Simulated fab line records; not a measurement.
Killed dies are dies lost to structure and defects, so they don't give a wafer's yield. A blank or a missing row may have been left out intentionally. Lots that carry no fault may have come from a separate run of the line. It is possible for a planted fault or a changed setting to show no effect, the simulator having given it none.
A single fault, viewed from 3 desks    flow n5_finfet    every desk sees just its own numbers, and what lay behind them comes last

## THE DEFECT DESK
Counts from the inspections along the route, per lot, as means over the sampled wafers that have a number. Marked OUT: a lot whose mean sits more than 4 standard deviations from the usual mean, which makes it out of limits; the brackets give that distance.
Columns: A = raw_defect_count at N5_FIN_SAQP_INSPECT_40, usual 224; B = raw_defect_count at N5_FIN_CUT_INSPECT_10, usual 41
lot   first seen here  A               B
L990  day 3 02:39      1061 (+13) OUT  898 (+71) OUT
L991  day 3 08:28      206             50
L992  day 3 14:44      577 (+5.4) OUT  467 (+36) OUT
L100  day 5 14:27      124             37
L103  day 6 09:37      262             46
L105  day 6 20:02      261             52
L106  day 7 03:08      288             57
L107  day 7 07:39      181             34
L109  day 7 20:32      247             50
This desk finds L990, L992 out of limits, L990 being first, at day 3 02:39 (raw_defect_count at N5_FIN_SAQP_INSPECT_40). Within limits: L991, L100, L103, L105, L106, L107, L109.

## FROM THE METROLOGY DESK
Means of the sampled wafers that have a number, per lot and without regard to the tool the lot ran on: this is what the gauges read. Marked OUT: a lot whose mean sits more than 4 standard deviations from the usual mean, which makes it out of limits; the brackets give that distance. Of its 12 readings 7 are shown: those that lie furthest out on some lot.
Columns: A = cd_nm at N5_FIN_SAQP_CD_MEAS_31, usual 8.08 nm; B = cd_nm at N5_FIN_SAQP_CD_MEAS_37, usual 8.10 nm; C = DIBL_N at N5_BEOL_M4_RC_MEAS_101, usual 35.9 mV/V; D = IOFF_P at N5_BEOL_M4_RC_MEAS_101, usual 0.204 nA/um; E = ION_P at N5_BEOL_M4_RC_MEAS_101, usual 462 uA/um; F = VT_N at N5_BEOL_M4_RC_MEAS_101, usual 250.3 mV; G = VT_P at N5_BEOL_M4_RC_MEAS_101, usual -250.6 mV
lot   first seen here  A     B     C     D      E    F      G
L990  day 3 02:04      7.99  8.13  36.4  0.183  459  252.7  -252.6
L991  day 3 07:53      8.25  8.11  36.4  0.203  462  249.1  -251.3
L992  day 3 14:09      7.94  7.98  36.6  0.220  458  251.4  -250.0
L100  day 5 13:49      8.02  8.01  33.7  0.213  473  249.6  -247.9
L103  day 6 09:02      8.26  8.25  36.4  0.175  456  250.4  -253.4
L105  day 6 19:22      7.94  8.48  36.2  0.225  469  246.8  -248.2
L106  day 7 02:33      8.31  8.07  35.9  0.182  454  249.6  -254.8
L107  day 7 07:04      7.98  7.99  35.1  0.171  455  253.8  -255.0
L109  day 7 19:57      7.96  7.97  35.5  0.225  471  251.2  -246.5
This desk found nothing out of limits on any of the 9 lots.

## DESK OF THE TOOL OWNER: rie_diel-02
The tool's own readings at N5_FIN_SAQP_SPACER1_ETCHBACK_25 (etches SiO2 in CHF3/O2, target depth 24.4 nm, time 12.2 s): means of the sampled wafers that have a number, for each lot that ran on this tool. Marked OUT: a lot whose mean sits more than 4 standard deviations from the usual mean, which makes it out of limits; the brackets give that distance.
Columns: A = drypump_motor_current_A at N5_FIN_SAQP_SPACER1_ETCHBACK_25, usual 5.9 A; B = mfc_ar_sccm at N5_FIN_SAQP_SPACER1_ETCHBACK_25, usual 199.9 sccm; C = oes_product_au at N5_FIN_SAQP_SPACER1_ETCHBACK_25, usual 0.80 a.u.; D = rf_vpp_V at N5_FIN_SAQP_SPACER1_ETCHBACK_25, usual 526 V; E = showerhead_plenum_p_Torr at N5_FIN_SAQP_SPACER1_ETCHBACK_25, usual 2.44 Torr; F = throttle_valve_pct at N5_FIN_SAQP_SPACER1_ETCHBACK_25, usual 18.80 %
lot   first seen here  A    B      C     D    E     F
L990  day 3 00:13      5.6  199.1  0.84  529  2.54  18.74
L992  day 3 12:19      5.9  200.3  0.78  528  2.48  18.81
L103  day 6 05:49      5.6  200.1  0.82  527  2.53  18.69
L105  day 6 17:30      5.9  200.0  0.75  529  2.47  18.85
L107  day 7 05:19      5.4  199.9  0.86  525  2.55  18.67
This desk found nothing out of limits on any of the 5 lots.

## ALL TOGETHER
The defect desk could have raised an alarm at day 3 02:39, on L990, L992.
Nothing out of limits was seen by the metrology desk.
The tool owner's desk saw nothing out of limits.
The metrology desk holds a record of L990, L992, inside its limits.
On record at the tool owner's desk: L990, L992, within its limits.
Of the lots named, all ran N5_FIN_SAQP_SPACER1_ETCHBACK_25 on rie_diel-02.

## WHAT THE SIMULATOR HAD PUT IN
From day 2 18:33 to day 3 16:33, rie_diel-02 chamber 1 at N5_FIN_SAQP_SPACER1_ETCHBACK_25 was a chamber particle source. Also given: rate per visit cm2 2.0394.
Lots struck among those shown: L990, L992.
Hours from the fault's start to each desk's first reading out of limits: the defect desk, 8.
